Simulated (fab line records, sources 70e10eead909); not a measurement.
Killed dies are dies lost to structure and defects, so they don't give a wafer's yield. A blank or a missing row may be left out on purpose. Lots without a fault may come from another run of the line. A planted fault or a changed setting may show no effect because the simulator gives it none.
Tool commonality check | flow nand_harc | 12 lots, 36 wafers sampled

WHY IT WAS OPENED
At NHARC_P_GATE_INSPECT_68 the reading raw_defect_count is flagged on 3 of 12 lots. Wafers without a fault read 230, standard deviation 98.
Rule: a lot is flagged when every wafer of it that has a number lies more than 4 standard deviations from that mean, or none has a number. The other lots count as sound.

lot  | measured     | on                | raw_defect_count, wafer by wafer | flag
L923 | day 5 11:46  | defect_inspect-01 | 214 308 189                      |
L924 | day 5 23:05  | defect_inspect-01 | 202 161 172                      |
L925 | day 6 01:59  | defect_inspect-02 | 135 129 139                      |
L927 | day 6 14:23  | defect_inspect-01 | 115 141 99                       |
L928 | day 7 03:58  | defect_inspect-02 | 93 165 169                       |
L929 | day 7 04:18  | defect_inspect-01 | 197 326 256                      |
L931 | day 7 16:36  | defect_inspect-02 | 492 288 289                      |
L939 | day 9 17:34  | defect_inspect-02 | 1065 1090 1062                   | FLAGGED
L941 | day 10 02:59 | defect_inspect-01 | 1226 1102 1117                   | FLAGGED
L942 | day 10 09:40 | defect_inspect-01 | 1147 1233 1128                   | FLAGGED
L944 | day 10 20:16 | defect_inspect-01 | 157 199 163                      |
L943 | day 10 21:01 | defect_inspect-02 | 354 102 249                      |
The numbers of the flagged lots are 1130 on average: +900 against the usual, or +9 standard deviations.

WHICH TOOL RAN EACH LOT
The record holds 1 process step before the reading, out of a route of 1159 steps. In each cell: the tool, then ch and the chambers that the sampled wafers went through, then the start.
lot  | flag    | NHARC_P_GATE_STRIP_101
L923 |         | rie_diel-10 ch 0,2,3, day 5 03:21
L924 |         | rie_diel-10 ch 0,1,2, day 5 15:50
L925 |         | rie_diel-11 ch 0,3, day 5 17:50
L927 |         | rie_diel-11 ch 1,3, day 6 06:59
L928 |         | rie_diel-11 ch 0,1,2, day 6 20:25
L929 |         | rie_diel-10 ch 1,2, day 6 20:31
L931 |         | rie_diel-10 ch 1,3, day 7 08:54
L939 | FLAGGED | rie_diel-10 ch 1,2,3, day 9 09:30
L941 | FLAGGED | rie_diel-10 ch 0,1,2, day 9 18:58
L942 | FLAGGED | rie_diel-10 ch 0,2,3, day 10 02:04
L944 |         | rie_diel-11 ch 0,1,2, day 10 12:45
L943 |         | rie_diel-11 ch 1,3, day 10 12:51
What these steps do:
- NHARC_P_GATE_STRIP_101: strips in O2, time 20 s.
- NHARC_P_GATE_INSPECT_68

FLAGGED OVER TOTAL, TOOL BY TOOL (the gauges that took the reading come last)
step                    | tool              | lots run | flagged | share of the flagged lots | sound lots run after its first flagged lot
NHARC_P_GATE_STRIP_101  | rie_diel-10       | 7        | 3       | all                       | 0
NHARC_P_GATE_STRIP_101  | rie_diel-11       | 5        | 0       | none                      | -
NHARC_P_GATE_INSPECT_68 | defect_inspect-01 | 7        | 2       | some                      | 1 (L944)
NHARC_P_GATE_INSPECT_68 | defect_inspect-02 | 5        | 1       | some                      | 1 (L943)

WHAT THE TABLE ALLOWS
1 row of the table ran every flagged lot: rie_diel-10 at NHARC_P_GATE_STRIP_101.
- rie_diel-10 at NHARC_P_GATE_STRIP_101: 3 of its 7 lots flagged. Its last sound lot is L931 (day 7 08:54), its first flagged lot L939 (day 9 09:30): a fault that began between those two fits.
One tool is left: rie_diel-10 at NHARC_P_GATE_STRIP_101.

WHAT THE SIMULATOR HAD PUT IN
Chamber particle source: rie_diel-10, from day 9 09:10 on, at NHARC_P_GATE_STRIP_101. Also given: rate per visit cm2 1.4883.
Lots struck among those shown: L939, L941, L942. The rule above found the same.
